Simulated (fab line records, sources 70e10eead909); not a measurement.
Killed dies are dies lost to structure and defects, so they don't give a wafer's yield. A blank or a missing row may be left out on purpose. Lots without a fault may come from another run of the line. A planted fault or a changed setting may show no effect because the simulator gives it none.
Chamber matching | flow nand_harc | NHARC_A_CONTACT_DEP_29 on pecvd-04: 3 sister chambers
The step deposits SiON, target thk 70 nm. 6 wafers are shown with their chamber, then 8 later ones without.

WAFERS WITH THEIR CHAMBER
wafer  | chamber | showerhead_vpp_V (V) | heater_power_w (W)
L302.4 | 2       | 1069                 | 533
L306.1 | 2       | 1093                 | 640
L306.6 | 1       | 1137                 | 915
L316.1 | 1       | 1138                 | 822
L316.6 | 0       | 1249                 | 638
L317.1 | 0       | 1253                 | 626

WAFERS WITHOUT THEIR CHAMBER
wafer  | showerhead_vpp_V (V) | heater_power_w (W)
L317.2 | 1088                 | 522
L317.3 | 1123                 | 909
L319.3 | 1130                 | 967
L319.4 | 1261                 | 634
L319.6 | 1053                 | 597
L318.2 | 1071                 | 539
L318.5 | 1228                 | 641
L318.6 | 1059                 | 546

WHICH CHAMBER EACH WENT THROUGH
wafer  | from the rows above | in truth
L317.2 | 2                   | 2
L317.3 | 1                   | 1
L319.3 | 1                   | 1
L319.4 | 0                   | 0
L319.6 | 2                   | 2
L318.2 | 2                   | 2
L318.5 | 0                   | 0
L318.6 | 2                   | 2
Placed correctly: 8 of 8. Can't be placed from these rows: 0. Placed wrongly: 0.
How it was worked out, from the rows above alone: a wafer's distance from a chamber is the root of the sum, over the readings, of the square of ((its reading less the chamber's mean) divided by the reading's scatter). The wafer belongs to the nearest chamber; if the next one is less than 2 further off, it can't be placed. A chamber's mean is the mean of its shown wafers. The scatter: the root of (the sum of the squares of (reading less its chamber's mean) over the shown wafers, divided by (wafers less chambers)).
